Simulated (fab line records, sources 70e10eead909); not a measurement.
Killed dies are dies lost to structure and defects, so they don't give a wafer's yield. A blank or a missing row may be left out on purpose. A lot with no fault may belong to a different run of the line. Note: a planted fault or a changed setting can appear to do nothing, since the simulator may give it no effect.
Matching of chambers -- flow nand harc -- NHARC_A_STAIRCASE_DEP_156 on pecvd-04 has 3 sister chambers
The step deposits SiNx, target thk 50 nm. 3 wafers are shown with their chamber, then 8 later ones without.

== WAFERS WITH THEIR CHAMBER ==
wafer,chamber,heater power w (W)
L288.4,1,715
L297.5,0,767
L301.3,2,694

== WAFERS MISSING THEIR CHAMBER ==
wafer,heater power w (W)
L301.5,665
L301.6,722
L302.1,742
L302.2,685
L302.6,749
L303.1,712
L303.2,618
L303.6,695

== WHICH CHAMBER EACH WENT THROUGH ==
wafer,from the rows above,in truth
L301.5,can't be placed: 2 or 1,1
L301.6,can't be placed: 1 or 2 or 0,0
L302.1,can't be placed: 0 or 1 or 2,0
L302.2,can't be placed: 2 or 1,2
L302.6,can't be placed: 0 or 1 or 2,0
L303.1,can't be placed: 1 or 2 or 0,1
L303.2,can't be placed: 2 or 1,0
L303.6,can't be placed: 2 or 1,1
0 of 8 placed correctly. Unplaceable from these rows: 8, with the true chamber sitting among the candidates in 7. Wrongly placed: 0.
How it was worked out, from the rows above alone: a wafer's distance from a chamber is the root of the sum, over the readings, of the square of ((its reading less the chamber's mean) divided by the reading's scatter). If the next closest chamber is less than 2 further off than the closest, the wafer can't be placed; otherwise it belongs to the closest. For every chamber, the mean is computed from those of its wafers that are shown. The scatter: with one shown wafer a chamber, the root of the mean of the squares of how far each hidden wafer lies from its nearest shown one.
